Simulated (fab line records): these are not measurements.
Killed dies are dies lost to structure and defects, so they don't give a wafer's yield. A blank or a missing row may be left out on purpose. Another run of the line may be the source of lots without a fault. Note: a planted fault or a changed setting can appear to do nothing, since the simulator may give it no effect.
Matching of chambers / flow n5-finfet / N5_FIN_SAQP_ETCH_51 on rie-diel-05: 4 sister chambers
The step etches SiARC in CF4, target depth 45.5 nm, time 75.8 s. 20 wafers are shown with their chamber, then 10 later ones without.

EACH WAFER AND ITS CHAMBER
wafer=L074.2; chamber=3; showerhead-plenum-p-Torr (Torr)=2.04; drypump-motor-current-A (A)=5.2; etch-rf-on-time-s (s)=76.7
wafer=L074.3; chamber=1; showerhead-plenum-p-Torr (Torr)=2.11; drypump-motor-current-A (A)=5.7; etch-rf-on-time-s (s)=74.1
wafer=L074.6; chamber=2; showerhead-plenum-p-Torr (Torr)=2.23; drypump-motor-current-A (A)=6.5; etch-rf-on-time-s (s)=75.8
wafer=L078.2; chamber=2; showerhead-plenum-p-Torr (Torr)=2.22; drypump-motor-current-A (A)=6.6; etch-rf-on-time-s (s)=75.0
wafer=L078.3; chamber=3; showerhead-plenum-p-Torr (Torr)=2.04; drypump-motor-current-A (A)=5.2; etch-rf-on-time-s (s)=76.6
wafer=L078.6; chamber=0; showerhead-plenum-p-Torr (Torr)=2.10; drypump-motor-current-A (A)=5.8; etch-rf-on-time-s (s)=75.5
wafer=L079.1; chamber=0; showerhead-plenum-p-Torr (Torr)=2.10; drypump-motor-current-A (A)=5.8; etch-rf-on-time-s (s)=76.9
wafer=L079.2; chamber=3; showerhead-plenum-p-Torr (Torr)=2.04; drypump-motor-current-A (A)=5.2; etch-rf-on-time-s (s)=79.1
wafer=L079.5; chamber=3; showerhead-plenum-p-Torr (Torr)=2.04; drypump-motor-current-A (A)=5.2; etch-rf-on-time-s (s)=78.9
wafer=L080.1; chamber=2; showerhead-plenum-p-Torr (Torr)=2.22; drypump-motor-current-A (A)=6.5; etch-rf-on-time-s (s)=76.5
wafer=L080.4; chamber=0; showerhead-plenum-p-Torr (Torr)=2.10; drypump-motor-current-A (A)=5.8; etch-rf-on-time-s (s)=75.2
wafer=L080.5; chamber=3; showerhead-plenum-p-Torr (Torr)=2.04; drypump-motor-current-A (A)=5.2; etch-rf-on-time-s (s)=78.2
wafer=L082.1; chamber=2; showerhead-plenum-p-Torr (Torr)=2.22; drypump-motor-current-A (A)=6.6; etch-rf-on-time-s (s)=76.6
wafer=L082.2; chamber=0; showerhead-plenum-p-Torr (Torr)=2.09; drypump-motor-current-A (A)=5.8; etch-rf-on-time-s (s)=75.3
wafer=L082.4; chamber=2; showerhead-plenum-p-Torr (Torr)=2.22; drypump-motor-current-A (A)=6.6; etch-rf-on-time-s (s)=76.5
wafer=L083.1; chamber=2; showerhead-plenum-p-Torr (Torr)=2.22; drypump-motor-current-A (A)=6.5; etch-rf-on-time-s (s)=76.5
wafer=L083.3; chamber=1; showerhead-plenum-p-Torr (Torr)=2.11; drypump-motor-current-A (A)=5.6; etch-rf-on-time-s (s)=74.4
wafer=L083.5; chamber=0; showerhead-plenum-p-Torr (Torr)=2.09; drypump-motor-current-A (A)=5.7; etch-rf-on-time-s (s)=75.5
wafer=L084.3; chamber=2; showerhead-plenum-p-Torr (Torr)=2.22; drypump-motor-current-A (A)=6.5; etch-rf-on-time-s (s)=78.1
wafer=L084.4; chamber=2; showerhead-plenum-p-Torr (Torr)=2.22; drypump-motor-current-A (A)=6.5; etch-rf-on-time-s (s)=77.5

SIGNATURES (averages over the wafers above)
reading=showerhead-plenum-p-Torr; chamber 0=2.0960; chamber 1=2.1100; chamber 2=2.2213; chamber 3=2.0400; scatter within a chamber=0.0036
reading=drypump-motor-current-A; chamber 0=5.780; chamber 1=5.650; chamber 2=6.537; chamber 3=5.200; scatter within a chamber=0.0445
reading=etch-rf-on-time-s; chamber 0=75.680; chamber 1=74.250; chamber 2=76.562; chamber 3=77.900; scatter within a chamber=0.932
Rule: for each reading, subtract the chamber's mean from the wafer's reading, divide by that reading's scatter and square the result; add these up over the readings and take the root, which gives the wafer's distance from the chamber. The wafer belongs to the nearest chamber; if the next one is less than 2 further off, it can't be placed. The scatter is the square root of a quotient: the sum, over the shown wafers, of each reading's squared deviation from its chamber's mean, divided by wafers minus chambers.

WAFERS WITH NO CHAMBER GIVEN
wafer=L084.6; showerhead-plenum-p-Torr (Torr)=2.10; drypump-motor-current-A (A)=5.6; etch-rf-on-time-s (s)=75.7
wafer=L085.3; showerhead-plenum-p-Torr (Torr)=2.29; drypump-motor-current-A (A)=5.2; etch-rf-on-time-s (s)=75.3
wafer=L085.5; showerhead-plenum-p-Torr (Torr)=2.10; drypump-motor-current-A (A)=5.6; etch-rf-on-time-s (s)=74.1
wafer=L085.6; showerhead-plenum-p-Torr (Torr)=2.29; drypump-motor-current-A (A)=5.2; etch-rf-on-time-s (s)=75.7
wafer=L093.2; showerhead-plenum-p-Torr (Torr)=2.09; drypump-motor-current-A (A)=5.8; etch-rf-on-time-s (s)=75.1
wafer=L093.4; showerhead-plenum-p-Torr (Torr)=2.21; drypump-motor-current-A (A)=6.5; etch-rf-on-time-s (s)=77.5
wafer=L093.6; showerhead-plenum-p-Torr (Torr)=2.21; drypump-motor-current-A (A)=6.5; etch-rf-on-time-s (s)=77.7
wafer=L092.1; showerhead-plenum-p-Torr (Torr)=2.29; drypump-motor-current-A (A)=5.2; etch-rf-on-time-s (s)=75.6
wafer=L092.2; showerhead-plenum-p-Torr (Torr)=2.09; drypump-motor-current-A (A)=5.8; etch-rf-on-time-s (s)=76.1
wafer=L092.3; showerhead-plenum-p-Torr (Torr)=2.10; drypump-motor-current-A (A)=5.6; etch-rf-on-time-s (s)=74.5

WHICH CHAMBER EACH WENT THROUGH
wafer=L084.6; from the rows above=can't be placed: 1 or 0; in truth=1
wafer=L085.3; from the rows above=2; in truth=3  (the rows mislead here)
wafer=L085.5; from the rows above=can't be placed: 1 or 0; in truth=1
wafer=L085.6; from the rows above=2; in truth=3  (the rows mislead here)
wafer=L093.2; from the rows above=0; in truth=0
wafer=L093.4; from the rows above=2; in truth=2
wafer=L093.6; from the rows above=2; in truth=2
wafer=L092.1; from the rows above=2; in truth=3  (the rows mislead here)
wafer=L092.2; from the rows above=0; in truth=0
wafer=L092.3; from the rows above=can't be placed: 1 or 0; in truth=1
Correct placement for 4 of the 10. Cannot be placed on the basis of these rows: 3; the candidates contain the true chamber in 3. Wrongly placed: 3.
